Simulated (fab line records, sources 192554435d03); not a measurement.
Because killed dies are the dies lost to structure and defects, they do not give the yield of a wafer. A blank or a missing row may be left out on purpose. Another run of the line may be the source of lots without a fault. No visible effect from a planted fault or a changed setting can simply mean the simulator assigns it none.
A struck lot beside a sound one    flow n5Finfet    35 out of 1938 route steps
Sound: these wafers, L897.4, L897.5, L897.6. Struck: wafers L886.1, L886.3, L886.4. At the end, the cause is stated.
For every step that has rows: the tool of each side, followed by ch and its chambers, followed by its first start. Under that, the readings that differ: sound wafers    struck wafers    difference of the means    sigmas: that difference in standard deviations of wafers without a fault.
alike: readings whose means differ by less than 2 such deviations, and words and numbers that are the same on both sides. not compared: withheld readings, readings that some wafer has no value for, bounds like >300 that may hide the same value, and numbers for which the record gives no deviation and whose values overlap.
The two part at a step that has a row with sigmas, a row that says differs or no value, or rows on one side only. Non-overlapping numbers with no deviation appear without sigmas and do not part them. Lack of a reading on every wafer of one side parts them only where that side has two or more wafers.

first, 9 steps without rows for these wafers: N5_STI_FIN_REVEAL_PRECLEAN_18 (cleans in SC2, time 45 s); N5_STI_FIN_REVEAL_SRD_28 (time 30 s); N5_DUMMY_GATE_PRECLEAN_00 (cleans in O3/DIW, time 60 s); N5_DUMMY_GATE_SRD_01 (time 30 s); N5_DUMMY_GATE_ALD_02 (deposits SiO2, target thk 2 nm, pulse time 1 s); N5_DUMMY_GATE_CVD_03 (deposits a-Si from SiH4, target thk 150 nm, time 8042 s); N5_DUMMY_GATE_PRECLEAN_46 (cleans in DIW, time 89.5 s); N5_DUMMY_GATE_SRD_47 (dry time 32 s); N5_DUMMY_GATE_CMP_04 (polishes a-Si).
N5_DUMMY_GATE_HM_DEP_06: deposits SiNx from DCS/NH3, target thk 80 nm, time 5141 s.
  sound on lpcvd-01 ch 0/54,0/59,0/64, day 7 05:53; struck on lpcvd-02 ch 1/15,1/25,1/29, day 4 10:35
reading                                        sound         struck          difference  sigmas
model.SiNx_of_DUMMY_GATE_HM_DEP_06.thkNm (nm)  78.6 80 79.4  73.6 73.6 73.6  -5.7        
then, 24 steps without rows for these wafers: N5_DUMMY_GATE_PECVD_30 (deposits SiO2 from TEOS/O2, target thk 55 nm, time 10.8 s); N5_DUMMY_GATE_COAT_34 (time 60 s, resist thk 60 nm); N5_DUMMY_GATE_COAT_35 (time 60 s, resist thk 10 nm); N5_DUMMY_GATE_COAT_28 (time 60 s, resist thk 10 nm); N5_DUMMY_GATE_COAT_09 (resist thk 30 nm); N5_DUMMY_GATE_EBR_11; N5_DUMMY_GATE_SOFTBAKE_10 (time 60 s); N5_DUMMY_GATE_EXPOSE_12 (exposes mask GATE, target cd 25 nm); N5_DUMMY_GATE_PEB_13 (peb time 60 s); N5_DUMMY_GATE_DEVELOP_14 (develop time 30 s); N5_DUMMY_GATE_DESCUM_20 (chemistry O2, time 6.2 s); N5_DUMMY_GATE_ETCH_29 (etches underlayer in N2/H2, target depth 13 nm); N5_DUMMY_GATE_ETCH_36 (etches SiARC in CF4, target depth 13 nm); N5_DUMMY_GATE_ETCH_37 (etches SOC in N2/H2, target depth 60 nm, overetch 30 nm); N5_DUMMY_GATE_STRIP_38 (strips in N2/H2); N5_DUMMY_GATE_STRIP_39 (strips in N2/H2); N5_DUMMY_GATE_TRIM_49 (chemistry O2, time 29 s, target cd 14 nm); N5_DUMMY_GATE_STRIP_40 (strips in CF4); N5_DUMMY_GATE_ETCH_31 (etches SiO2 in C4F6/O2, target depth 82.5 nm, time 27.5 s); N5_DUMMY_GATE_STRIP_41 (strips in O2); N5_DUMMY_GATE_HM_OPEN_21 (chemistry CH3F/O2, target SiNx, target depth 120 nm, time 171.4 s); N5_DUMMY_GATE_ETCH_32 (etches SiO2 in CF4, target depth 3.5 nm, time 3.9 s); N5_DUMMY_GATE_ETCH_23 (etches poly-Si in HBr/Cl2/O2, target depth 41 nm, time 22.3 s); N5_DUMMY_GATE_ETCH_44 (etches poly-Si in HBr/O2, stops on SiO2, target depth 127.5 nm).
N5_ILD0_CMP_03: polishes, stops on SiNx, t overpolish 1.9 s, target thk 197.38 nm.
  sound on cmp-04 ch 1,2,3, day 8 01:47; struck on cmp-02 ch 1,2,3, day 5 04:59
reading                                        sound         struck          difference  sigmas
model.SiNx_of_DUMMY_GATE_HM_DEP_06.thkNm (nm)  75.6 77 76.4  70.6 70.4 70.6  -5.8        
  alike: edgeZonePressureFrac, motorCurrentA, overpolishRunS, platenRpm, timeToEndpointS

== WHERE THEY PART ==
Nowhere in this record.

WHY: whatever the simulator had introduced
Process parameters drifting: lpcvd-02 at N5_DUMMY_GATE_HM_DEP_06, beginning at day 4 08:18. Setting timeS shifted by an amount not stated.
